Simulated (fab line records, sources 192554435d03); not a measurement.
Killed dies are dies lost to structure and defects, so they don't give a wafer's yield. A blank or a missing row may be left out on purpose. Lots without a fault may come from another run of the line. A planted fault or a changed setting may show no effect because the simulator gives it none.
fab line records | flow n5_finfet
record lots=7 wafers=21
route steps=1938 shown BEOL_M2@879 BEOL_M3@933 BEOL_M4@1028
start_h: hours from the record's first day to the start of the lot's first wafer shown | wait_h: hours since the lot's step before | " the same as in the row above | L1.1+2: a row that stands for several wafers | - no value, or no start given | * or withheld: withheld | < > ~ a bound
route shown NAME@n: a module of which the file shows steps, and the number in the route of the first | usual: mean/standard deviation of fault-free wafers | same: alike in all rows | chamber/n: place in a boat | sites: the reading at each site | _std_site: their standard deviation | _edge_site: outer sites' mean less inner sites' | radius_mm: how far each site lies from the wafer's centre | mask NAME#n: copy n | behind: the tool/chamber that last shaped the wafer | hold: why the lot was held/for how many hours/how that ended | device: the transistor (n, p or np) that didn't switch | end of line: the same wafers' tests at the end of the route | a step without rows: its recipe alone | killed: dies lost to structure and defects at the first sort, not the wafer's yield | map: a wafer's dies, x killed, . not, _ none there
set.NAME: the setting as run; set.NAME@STEP: as run at that earlier step | model.NAME: the simulator's own value behind a step, which no gauge read
lots whose settings were changed on purpose; a table a step, a row a wafer
## steps
# step N5_BEOL_M2_DESCUM_33
# recipe chemistry=O2 time_s=7 source_power_w=50 bias_power_w=20 pressure_mtorr=20 rf_frequency_hz=2.712e+07 temp_c=40 resist=CAR-EUV o2_flow_sccm=225
# columns lot.wafer tool chamber start_h wait_h set.time_s model.CAR-EUV_of_BEOL_M2_COAT_22.thk_nm
L083.2 rie_diel-03 3 188.08 0.2 5.431 27
L083.3 " 1 " " 7 26
L083.4 " 1 " " 7 26.2
L086.2+3+6 rie_diel-01 1,0,0 207.12 0.0 7 26.2
L088.2+6 rie_diel-03 0 225.34 0.6 7.723 25.6
L088.3 " 3 " " 7 26.2
L090.4+5 rie_diel-06 1,2 231.87 0.1 6.551 26.4
L090.6 " 1 " " 7 26.2
L092.2+3 rie_diel-06 0,1 241.38 0.2 7 26.2
L092.5 " 3 " " 7 26
L094.1 rie_diel-01 0 254.28 0.7 5.942 26.6
L094.2 " 1 " " 7 25.8
L094.3 " 2 " " 7 26
L096.3 rie_diel-01 2 267.72 0.0 7 26.2
L096.4+5 " 1,3 " " 7 26
# step N5_BEOL_M2_ETCH_77
# recipe chemistry=N2/H2 target=underlayer target_depth_a=65 mask_material=CAR-EUV time_s=5.2 ion_energy_ev=200 pressure_mtorr=30 source_w=840 bias_w=150 n2_flow_sccm=200 h2_flow_sccm=200 ends=cleared
# step N5_BEOL_M2_ETCH_69
# recipe chemistry=CF4 target=SiARC target_depth_a=156 mask_material=CAR-EUV time_s=26 ion_energy_ev=80 pressure_mtorr=40 source_w=545 bias_w=36 Ar_flow_sccm=100 cf4_flow_sccm=100 ends=cleared
# columns lot.wafer tool chamber start_h wait_h set.time_s@BEOL_M2_DESCUM_33 model.CAR-EUV_of_BEOL_M2_COAT_22.thk_nm
L083.2 rie_diel-03 3 188.13 0.0 5.431 12
L083.3 " 1 " " 7 11
L083.4 " 1 " " 7 11.2
L086.2+3 rie_diel-01 1,0 207.17 0.0 7 11.2
L086.6 " 0 " " 7 11.4
L088.2+6 rie_diel-03 0 225.39 0.0 7.723 10.6
L088.3 " 3 " " 7 11.2
L090.4 rie_diel-06 1 231.93 0.0 6.551 11.6
L090.5 " 2 " " 6.551 11.4
L090.6 " 1 " " 7 11.2
L092.2+3+5 rie_diel-06 0,1,3 241.43 0.0 7 11.2
L094.1 rie_diel-01 0 254.33 0.0 5.942 11.6
L094.2 " 1 " " 7 10.8
L094.3 " 2 " " 7 11
L096.3+5 rie_diel-01 2,3 267.78 0.0 7 11.2
L096.4 " 1 " " 7 11
# step N5_BEOL_M2_ALD_98
# recipe material=SiO2 target_thk_a=25 temp_c=100 ald_precursor_family=BDEAS ald_co_reactant=O2-plasma pulse_time_s=1 co_reactant_pulse_time_s=1 purge_time_s=2 co_reactant_purge_time_s=2 ald_cycles=17 pressure_torr=2
# step N5_BEOL_M2_ETCHBACK_99
# recipe chemistry=CHF3 target=SiO2 target_depth_a=50 time_s=10.4 source_w=215 bias_w=47 Ar_flow_sccm=200 CHF3_flow_sccm=12 ion_energy_ev=100 pressure_mtorr=30
# columns lot.wafer tool chamber start_h wait_h set.time_s@BEOL_M2_DESCUM_33 model.CAR-EUV_of_BEOL_M2_COAT_22.thk_nm
L083.2 rie_diel-03 1 197.72 9.2 5.431 11.2
L083.3+4 " 3,1 " " 7 10.4
L086.2 rie_diel-01 0 211.69 4.3 7 10.4
L086.3+6 " 2,1 " " 7 10.6
L088.2 rie_diel-03 0 225.79 0.3 7.723 10
L088.3 " 2 " " 7 10.4
L088.6 " 2 " " 7.723 9.8
L090.4+5 rie_diel-03 2,0 233.87 1.8 6.551 10.8
L090.6 " 1 " " 7 10.6
L092.2+5 rie_diel-01 3,1 243.47 1.9 7 10.4
L092.3 " 2 " " 7 10.6
L094.1 rie_diel-06 3 255.05 0.6 5.942 11
L094.2 " 2 " " 7 10.2
L094.3 " 0 " " 7 10.4
L096.3+4+5 rie_diel-03 1,2,1 268.81 0.9 7 10.4
# step N5_BEOL_M2_ETCH_70
# recipe chemistry=N2/H2 target=SOC target_depth_a=800 overetch_a=240 mask_material=SiARC temp_c=40 time_s=130 ion_energy_ev=200 pressure_mtorr=30 source_w=840 bias_w=150 n2_flow_sccm=200 h2_flow_sccm=200
# columns lot.wafer tool chamber start_h wait_h set.spin_rpm@BEOL_M2_COAT_67 model.etch.depth_nm
L083.2 rie_diel-03 1 197.76 0.0 1500 59.87
L083.3 " 3 " " 1500 59.82
L083.4 " 1 " " 1500 59.73
L086.2 rie_diel-01 0 211.72 0.0 1500 60.13
L086.3 " 2 " " 1500 60.04
L086.6 " 1 " " 1500 60.25
L088.2 rie_diel-03 0 225.83 0.0 1341 63.53
L088.3 " 2 " " 1341 63.48
L088.6 " 2 " " 1500 60.09
L090.4 rie_diel-03 2 233.91 0.0 1500 59.95
L090.5 " 0 " " 1500 60.05
L090.6 " 1 " " 1345 63.37
L092.2 rie_diel-01 3 243.50 0.0 1500 59.87
L092.3 " 2 " " 1500 59.83
L092.5 " 1 " " 1500 59.78
L094.1 rie_diel-06 3 255.08 0.0 1500 60.07
L094.2 " 2 " " 1500 59.95
L094.3 " 0 " " 1429 61.48
L096.3 rie_diel-03 1 268.85 0.0 1500 60.08
L096.4 " 2 " " 1500 59.96
L096.5 " 1 " " 1500 60.07
# step N5_BEOL_M2_STRIP_71
# recipe chemistry=N2/H2 temp_c=40 n2_flow_sccm=200 h2_flow_sccm=200 rf_frequency_hz=6e+07
# step N5_BEOL_M2_STRIP_78
# recipe chemistry=N2/H2 temp_c=40 n2_flow_sccm=200 h2_flow_sccm=200 rf_frequency_hz=6e+07
# step N5_BEOL_M2_VIA_ETCH_34
# recipe chemistry=C4F6/O2 target_depth_a=694 mask_material=SOC pressure_mtorr=15 ion_energy_ev=250 taper_deg=4 time_s=65.9 source_w=350 bias_w=170 Ar_flow_sccm=300 C4F6_flow_sccm=10 O2_flow_sccm=10
# columns lot.wafer tool chamber start_h wait_h set.spin_rpm@BEOL_M2_COAT_67 model.SOC_of_BEOL_M2_COAT_67.thk_nm
L083.2 rie_diel-03 1 197.87 0.0 1500 51.8
L083.3+4 " 3,1 " " 1500 51.6
L086.2+6 rie_diel-01 0,1 211.83 0.0 1500 52
L086.3 " 2 " " 1500 52.2
L088.2+3 rie_diel-03 0,2 225.94 0.0 1341 55.4
L088.6 " 2 " " 1500 52.2
L090.4+5 rie_diel-03 2,0 234.01 0.0 1500 51.8
L090.6 " 1 " " 1345 55.2
L092.2 rie_diel-01 3 243.61 0.0 1500 51.4
L092.3 " 2 " " 1500 51.8
L092.5 " 1 " " 1500 51.6
L094.1 rie_diel-06 3 255.19 0.0 1500 52
L094.2 " 2 " " 1500 51.8
L094.3 " 0 " " 1429 53.4
L096.3+5 rie_diel-03 1 268.96 0.0 1500 52
L096.4 " 2 " " 1500 51.8
# step N5_BEOL_M3_PECVD_72
# recipe material=SiO2 target_thk_a=160 temp_c=400 precursor=TEOS/O2 pressure_torr=5.5 rf_w=450 teos_flow_sccm=53.8 gas=O2 flow_sccm=3000 time_s=18
# columns lot.wafer tool chamber start_h wait_h set.time_s model.SiO2_of_BEOL_M3_PECVD_72.thk_nm
L083.2 pecvd-02 0 202.03 0.0 18 16
L083.3 " 2 " " 18 16.4
L083.4 " 1 " " 18 16.2
L086.2 pecvd-01 2 216.36 0.0 18 16
L086.3+6 " 1,2 " " 18 16.2
L088.2 pecvd-04 1 230.50 0.0 17.11 15.4
L088.3 " 0 " " 17.11 15.6
L088.6 " 1 " " 18 16.6
L090.4 pecvd-01 0 238.57 0.1 18 16.6
L090.5 " 1 " " 16.74 15.4
L090.6 " 2 " " 16.74 15.2
L092.2 pecvd-04 0 248.67 0.0 20.57 18
L092.3 " 1 " " 20.57 18.4
L092.5 " 0 " " 18 16.2
L094.1 pecvd-04 2 260.50 0.0 17.29 15.4
L094.2 " 1 " " 18 16
L094.3 " 0 " " 17.29 15.2
L096.3 pecvd-01 1 273.93 0.1 18 16.4
L096.4 " 2 " " 18 16
L096.5 " 1 " " 16.94 15.6
# step N5_BEOL_M3_COAT_62
# recipe resist=SiARC temp_c=220 time_s=60 spin_rpm=1500 resist_thk_nm=12
# columns lot.wafer tool chamber start_h wait_h set.spin_rpm model.SiARC_of_BEOL_M3_COAT_62.thk_nm
L083.2+4 litho_track-02 0 - - 1555 11.8
L083.3 " 0 " " 1500 12
L086.2+3+6 litho_track-02 0 - - 1500 12
L088.2 litho_track-04 0 - - 1596 11.6
L088.3+6 " 0 " " 1500 12
L090.4 litho_track-05 0 - - 1633 11.6
L090.5+6 " 0 " " 1500 12
L092.2+5 litho_track-04 0 - - 1500 12
L092.3 " 0 " " 1404 12.4
L094.1 litho_track-02 0 - - 1590 11.6
L094.2+3 " 0 " " 1500 12
L096.3+4+5 litho_track-02 0 - - 1500 12
# step N5_BEOL_M3_COAT_73
# recipe resist=underlayer temp_c=205 time_s=60 spin_rpm=1500 resist_thk_nm=5
# step N5_BEOL_M3_COAT_05
# recipe resist=CAR-EUV spin_rpm=1500 resist_thk_nm=30
# step N5_BEOL_M3_DESCUM_16
# recipe chemistry=O2 time_s=7 source_power_w=50 bias_power_w=20 pressure_mtorr=20 rf_frequency_hz=2.712e+07 temp_c=40 resist=CAR-EUV o2_flow_sccm=225
# step N5_BEOL_M3_ETCH_74
# recipe chemistry=N2/H2 target=underlayer target_depth_a=65 mask_material=CAR-EUV time_s=5.2 ion_energy_ev=200 pressure_mtorr=30 source_w=840 bias_w=150 n2_flow_sccm=200 h2_flow_sccm=200 ends=cleared
# step N5_BEOL_M3_ETCH_63
# recipe chemistry=CF4 target=SiARC target_depth_a=156 mask_material=CAR-EUV time_s=26 ion_energy_ev=80 pressure_mtorr=40 source_w=545 bias_w=36 Ar_flow_sccm=100 cf4_flow_sccm=100 ends=cleared
# columns lot.wafer tool chamber start_h wait_h set.spin_rpm@BEOL_M3_COAT_62 model.etch.depth_nm model.CAR-EUV_of_BEOL_M3_COAT_05.thk_nm
L083.2 rie_diel-05 2 203.24 0.0 1555 11.83 11.2
L083.3 " 1 " " 1500 12.08 11.2
L083.4 " 3 " " 1555 11.81 11.2
L086.2 rie_diel-04 3 217.76 0.0 1500 12.04 11
L086.3 " 1 " " 1500 12.05 11
L086.6 " 2 " " 1500 12.06 11
L088.2 rie_diel-02 0 233.15 0.0 1596 11.64 11.6
L088.3 " 2 " " 1500 12.01 11.2
L088.6 " 0 " " 1500 12.06 11.2
L090.4 rie_diel-04 2 240.63 0.0 1633 11.51 11.6
L090.5 " 1 " " 1500 12.04 11.2
L090.6 " 0 " " 1500 12.05 11.2
L092.2 rie_diel-02 2 250.58 0.0 1500 11.97 11
L092.3 " 1 " " 1404 12.39 10.8
L092.5 " 2 " " 1500 11.97 11.2
L094.1 rie_diel-02 3 264.07 0.0 1590 11.65 11.4
L094.2 " 2 " " 1500 11.92 11.2
L094.3 " 0 " " 1500 12.01 11.2
L096.3+5 rie_diel-02 1,2 275.02 0.0 1500 12.06 11.2
L096.4 " 0 " " 1500 12.01 11.2
# step N5_BEOL_M4_COAT_05
# recipe resist=CAR-EUV spin_rpm=1500 resist_thk_nm=30
# columns lot.wafer tool chamber start_h wait_h set.spin_rpm model.CAR-EUV_of_BEOL_M4_COAT_05.thk_nm
L083.2+4 litho_track-05 0 - - 1500 30
L083.3 " 0 " " 1457 30.4
L086.2+6 litho_track-05 0 - - 1500 30
L086.3 " 0 " " 1500 30.2
L088.2+3+6 litho_track-01 0 - - 1500 30
L090.4 litho_track-01 0 - - 1500 29.8
L090.5+6 " 0 " " 1612 28.8
L092.2 litho_track-03 0 - - 1500 30.2
L092.3+5 " 0 " " 1566 29.4
L094.1 litho_track-05 0 - - 1500 29.8
L094.2 " 0 " " 1500 30
L094.3 " 0 " " 1351 31.4
L096.3 litho_track-03 0 - - 1500 30
L096.4+5 " 0 " " 1403 31
# step N5_BEOL_M4_EBR_07
# recipe solvent=PGMEA ebr_width_mm=1.5
# step N5_BEOL_M4_SOFTBAKE_06
# recipe temp_c=110 time_s=60 resist=CAR-EUV
# step N5_BEOL_M4_DESCUM_16
# recipe chemistry=O2 time_s=7 source_power_w=50 bias_power_w=20 pressure_mtorr=20 rf_frequency_hz=2.712e+07 temp_c=40 resist=CAR-EUV o2_flow_sccm=225
# columns lot.wafer tool chamber start_h wait_h set.spin_rpm@BEOL_M4_COAT_05 model.CAR-EUV_of_BEOL_M4_COAT_05.thk_nm
L083.2+4 rie_diel-03 0 216.20 0.0 1500 26
L083.3 " 2 " " 1457 26.4
L086.2+3 rie_diel-01 2,3 225.09 0.4 1500 26.2
L086.6 " 0 " " 1500 26
L088.2+3 rie_diel-06 3,1 246.88 0.9 1500 26.2
L088.6 " 0 " " 1500 26
L090.4 rie_diel-03 3 250.47 2.0 1500 26
L090.5+6 " 1,2 " " 1612 25
L092.2 rie_diel-06 0 260.09 0.1 1500 26.2
L092.3 " 0 " " 1566 25.4
L092.5 " 0 " " 1566 25.6
L094.1+2 rie_diel-03 3,2 279.54 0.1 1500 26
L094.3 " 1 " " 1351 27.4
L096.3 rie_diel-03 3 290.27 0.4 1500 26.2
L096.4+5 " 2,1 " " 1403 27
# step N5_BEOL_M4_COAT_67
# recipe resist=SOC temp_c=250 time_s=60 spin_rpm=1500 resist_thk_nm=60
# columns lot.wafer tool chamber start_h wait_h set.spin_rpm model.SOC_of_BEOL_M4_COAT_67.thk_nm
L083.2+3+4 litho_track-05 0 216.67 0.0 1500 60.2
L086.2+3+6 litho_track-05 0 225.67 0.0 1500 60.2
L088.2+3 litho_track-05 0 247.57 0.0 1500 60.2
L088.6 " 0 " " 1500 60
L090.4+6 litho_track-01 0 251.33 0.0 1500 60.2
L090.5 " 0 " " 1621 57.8
L092.2+5 litho_track-03 0 260.69 0.0 1500 59.8
L092.3 " 0 " " 1500 59.6
L094.1+2 litho_track-01 0 280.01 0.0 1608 57.8
L094.3 " 0 " " 1500 59.8
L096.3+5 litho_track-01 0 290.88 0.0 1500 60
L096.4 " 0 " " 1361 62.8
# step N5_BEOL_M4_DESCUM_33
# recipe chemistry=O2 time_s=7 source_power_w=50 bias_power_w=20 pressure_mtorr=20 rf_frequency_hz=2.712e+07 temp_c=40 resist=CAR-EUV o2_flow_sccm=225
# columns lot.wafer tool chamber start_h wait_h set.time_s model.CAR-EUV_of_BEOL_M4_COAT_22.thk_nm
L083.2+3 rie_diel-01 2,1 217.36 0.2 7 26
L083.4 " 0 " " 7.624 25.6
L086.2 rie_diel-03 2 226.16 0.1 7 26
L086.3+6 " 3,2 " " 7 26.2
L088.2 rie_diel-03 0 248.89 0.9 7 26.2
L088.3+6 " 1,2 " " 5.497 27
L090.4 rie_diel-01 1 253.25 1.4 7 26
L090.5+6 " 2,3 " " 8.447 25.4
L092.2 rie_diel-01 3 261.25 0.0 7 26
L092.3+5 " 1,0 " " 7 26.2
L094.1+2+3 rie_diel-01 0,2,3 280.47 0.0 7 26.2
L096.3+4 rie_diel-06 0,3 291.28 0.0 7.523 25.8
L096.5 " 3 " " 7 26
# step N5_BEOL_M4_ETCH_77
# recipe chemistry=N2/H2 target=underlayer target_depth_a=65 mask_material=CAR-EUV time_s=5.2 ion_energy_ev=200 pressure_mtorr=30 source_w=840 bias_w=150 n2_flow_sccm=200 h2_flow_sccm=200 ends=cleared
# columns lot.wafer tool chamber start_h wait_h set.time_s@BEOL_M4_DESCUM_33 model.CAR-EUV_of_BEOL_M4_COAT_22.thk_nm
L083.2+3 rie_diel-01 2,1 217.39 0.0 7 20.2
L083.4 " 0 " " 7.624 20
L086.2+3+6 rie_diel-03 2,3,2 226.19 0.0 7 20.4
L088.2 rie_diel-03 0 248.92 0.0 7 20.4
L088.3+6 " 1,2 " " 5.497 21.2
L090.4 rie_diel-01 1 253.28 0.0 7 20.2
L090.5+6 " 2,3 " " 8.447 19.6
L092.2+3+5 rie_diel-01 3,1,0 261.29 0.0 7 20.4
L094.1+2+3 rie_diel-01 0,2,3 280.51 0.0 7 20.4
L096.3 rie_diel-06 0 291.32 0.0 7.523 20
L096.4 " 3 " " 7.523 20.2
L096.5 " 3 " " 7 20.4
# step N5_BEOL_M4_ETCH_69
# recipe chemistry=CF4 target=SiARC target_depth_a=156 mask_material=CAR-EUV time_s=26 ion_energy_ev=80 pressure_mtorr=40 source_w=545 bias_w=36 Ar_flow_sccm=100 cf4_flow_sccm=100 ends=cleared
# step N5_BEOL_M4_ALD_98
# recipe material=SiO2 target_thk_a=25 temp_c=100 ald_precursor_family=BDEAS ald_co_reactant=O2-plasma pulse_time_s=1 co_reactant_pulse_time_s=1 purge_time_s=2 co_reactant_purge_time_s=2 ald_cycles=17 pressure_torr=2
# step N5_BEOL_M4_ETCHBACK_99
# recipe chemistry=CHF3 target=SiO2 target_depth_a=50 time_s=10.4 source_w=215 bias_w=47 Ar_flow_sccm=200 CHF3_flow_sccm=12 ion_energy_ev=100 pressure_mtorr=30
# columns lot.wafer tool chamber start_h wait_h set.time_s@BEOL_M4_DESCUM_33 model.CAR-EUV_of_BEOL_M4_COAT_22.thk_nm
L083.2 rie_diel-06 3 219.01 1.2 7 10.4
L083.3 " 0 " " 7 10.2
L083.4 " 1 " " 7.624 10
L086.2+3+6 rie_diel-03 0,2,3 226.46 0.1 7 10.4
L088.2 rie_diel-06 3 249.43 0.4 7 10.6
L088.3+6 " 2 " " 5.497 11.4
L090.4 rie_diel-06 0 253.66 0.2 7 10.2
L090.5 " 3 " " 8.447 9.6
L090.6 " 2 " " 8.447 9.8
L092.2+3+5 rie_diel-06 2,0,2 265.52 4.1 7 10.4
L094.1 rie_diel-03 2 283.68 3.0 7 10.6
L094.2+3 " 3,1 " " 7 10.4
L096.3 rie_diel-03 3 291.56 0.1 7.523 10
L096.4 " 2 " " 7.523 10.2
L096.5 " 1 " " 7 10.4
# step N5_BEOL_M4_ETCH_70
# recipe chemistry=N2/H2 target=SOC target_depth_a=800 overetch_a=240 mask_material=SiARC temp_c=40 time_s=130 ion_energy_ev=200 pressure_mtorr=30 source_w=840 bias_w=150 n2_flow_sccm=200 h2_flow_sccm=200
# columns lot.wafer tool chamber start_h wait_h set.spin_rpm@BEOL_M4_COAT_67 model.etch.depth_nm
L083.2 rie_diel-06 3 219.05 0.0 1500 60.28
L083.3 " 0 " " 1500 60.21
L083.4 " 1 " " 1500 60.11
L086.2 rie_diel-03 0 226.50 0.0 1500 60.21
L086.3 " 2 " " 1500 60.19
L086.6 " 3 " " 1500 60.23
L088.2 rie_diel-06 3 249.46 0.0 1500 60.15
L088.3 " 2 " " 1500 60.26
L088.6 " 2 " " 1500 60.07
L090.4 rie_diel-06 0 253.69 0.0 1500 60.27
L090.5 " 3 " " 1621 57.86
L090.6 " 2 " " 1500 60.23
L092.2 rie_diel-06 2 265.56 0.0 1500 59.79
L092.3 " 0 " " 1500 59.53
L092.5 " 2 " " 1500 59.81
L094.1 rie_diel-03 2 283.72 0.0 1608 57.84
L094.2 " 3 " " 1608 57.73
L094.3 " 1 " " 1500 59.88
L096.3 rie_diel-03 3 291.59 0.0 1500 59.95
L096.4 " 2 " " 1361 62.83
L096.5 " 1 " " 1500 59.92
# step N5_BEOL_M4_STRIP_71
# recipe chemistry=N2/H2 temp_c=40 n2_flow_sccm=200 h2_flow_sccm=200 rf_frequency_hz=6e+07
# step N5_BEOL_M4_STRIP_78
# recipe chemistry=N2/H2 temp_c=40 n2_flow_sccm=200 h2_flow_sccm=200 rf_frequency_hz=6e+07
# step N5_BEOL_M4_VIA_ETCH_34
# recipe chemistry=C4F6/O2 target_depth_a=694 mask_material=SOC pressure_mtorr=15 ion_energy_ev=250 taper_deg=4 time_s=65.9 source_w=350 bias_w=170 Ar_flow_sccm=300 C4F6_flow_sccm=10 O2_flow_sccm=10
# columns lot.wafer tool chamber start_h wait_h set.spin_rpm@BEOL_M4_COAT_67 model.SOC_of_BEOL_M4_COAT_67.thk_nm
L083.2 rie_diel-06 3 219.15 0.0 1500 52.4
L083.3 " 0 " " 1500 52.2
L083.4 " 1 " " 1500 52
L086.2+3+6 rie_diel-03 0,2,3 226.61 0.0 1500 52
L088.2 rie_diel-06 3 249.57 0.0 1500 52.2
L088.3 " 2 " " 1500 52
L088.6 " 2 " " 1500 51.8
L090.4 rie_diel-06 0 253.80 0.0 1500 52.4
L090.5 " 3 " " 1621 50
L090.6 " 2 " " 1500 52
L092.2+3 rie_diel-06 2,0 265.67 0.0 1500 51.4
L092.5 " 2 " " 1500 51.6
L094.1 rie_diel-03 2 283.82 0.0 1608 49.8
L094.2 " 3 " " 1608 49.4
L094.3 " 1 " " 1500 51.8
L096.3 rie_diel-03 3 291.70 0.0 1500 51.6
L096.4 " 2 " " 1361 54.8
L096.5 " 1 " " 1500 52
## key
split step=N5_BEOL_M2_DESCUM_33 setting=time_s stated=7 by=wafer
response step=N5_BEOL_M2_DESCUM_33 reading=model.CAR-EUV_of_BEOL_M2_COAT_22.thk_nm change=-0.0435 per=1% r=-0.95
response step=N5_BEOL_M2_ETCH_69 reading=model.CAR-EUV_of_BEOL_M2_COAT_22.thk_nm change=-0.0442 per=1% r=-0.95
response step=N5_BEOL_M2_ETCHBACK_99 reading=model.CAR-EUV_of_BEOL_M2_COAT_22.thk_nm change=-0.0398 per=1% r=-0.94
split step=N5_BEOL_M3_PECVD_72 setting=time_s stated=18 by=wafer
response step=N5_BEOL_M3_PECVD_72 reading=model.SiO2_of_BEOL_M3_PECVD_72.thk_nm change=+0.151 per=1% r=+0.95
split step=N5_BEOL_M3_COAT_62 setting=spin_rpm stated=1500 by=wafer
response step=N5_BEOL_M3_COAT_62 reading=model.SiARC_of_BEOL_M3_COAT_62.thk_nm change=-0.0562 per=1% r=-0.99
response step=N5_BEOL_M3_ETCH_63 reading=model.etch.depth_nm change=-0.061 per=1% r=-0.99
response step=N5_BEOL_M3_ETCH_63 reading=model.CAR-EUV_of_BEOL_M3_COAT_05.thk_nm change=+0.0439 per=1% r=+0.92
split step=N5_BEOL_M4_COAT_05 setting=spin_rpm stated=1500 by=wafer
response step=N5_BEOL_M4_COAT_05 reading=model.CAR-EUV_of_BEOL_M4_COAT_05.thk_nm change=-0.15 per=1% r=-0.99
response step=N5_BEOL_M4_DESCUM_16 reading=model.CAR-EUV_of_BEOL_M4_COAT_05.thk_nm change=-0.137 per=1% r=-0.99
split step=N5_BEOL_M4_COAT_67 setting=spin_rpm stated=1500 by=wafer
response step=N5_BEOL_M4_COAT_67 reading=model.SOC_of_BEOL_M4_COAT_67.thk_nm change=-0.294 per=1% r=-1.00
response step=N5_BEOL_M4_ETCH_70 reading=model.etch.depth_nm change=-0.302 per=1% r=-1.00
response step=N5_BEOL_M4_VIA_ETCH_34 reading=model.SOC_of_BEOL_M4_COAT_67.thk_nm change=-0.303 per=1% r=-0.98
split step=N5_BEOL_M4_DESCUM_33 setting=time_s stated=7 by=wafer
response step=N5_BEOL_M4_DESCUM_33 reading=model.CAR-EUV_of_BEOL_M4_COAT_22.thk_nm change=-0.0338 per=1% r=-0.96
response step=N5_BEOL_M4_ETCH_77 reading=model.CAR-EUV_of_BEOL_M4_COAT_22.thk_nm change=-0.0328 per=1% r=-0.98
response step=N5_BEOL_M4_ETCHBACK_99 reading=model.CAR-EUV_of_BEOL_M4_COAT_22.thk_nm change=-0.0317 per=1% r=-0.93
split outside_this_file step=N5_BEOL_M2_COAT_67 setting=spin_rpm
# split outside_this_file: this setting was split too, and the file shows its column; the key of that split is in another file
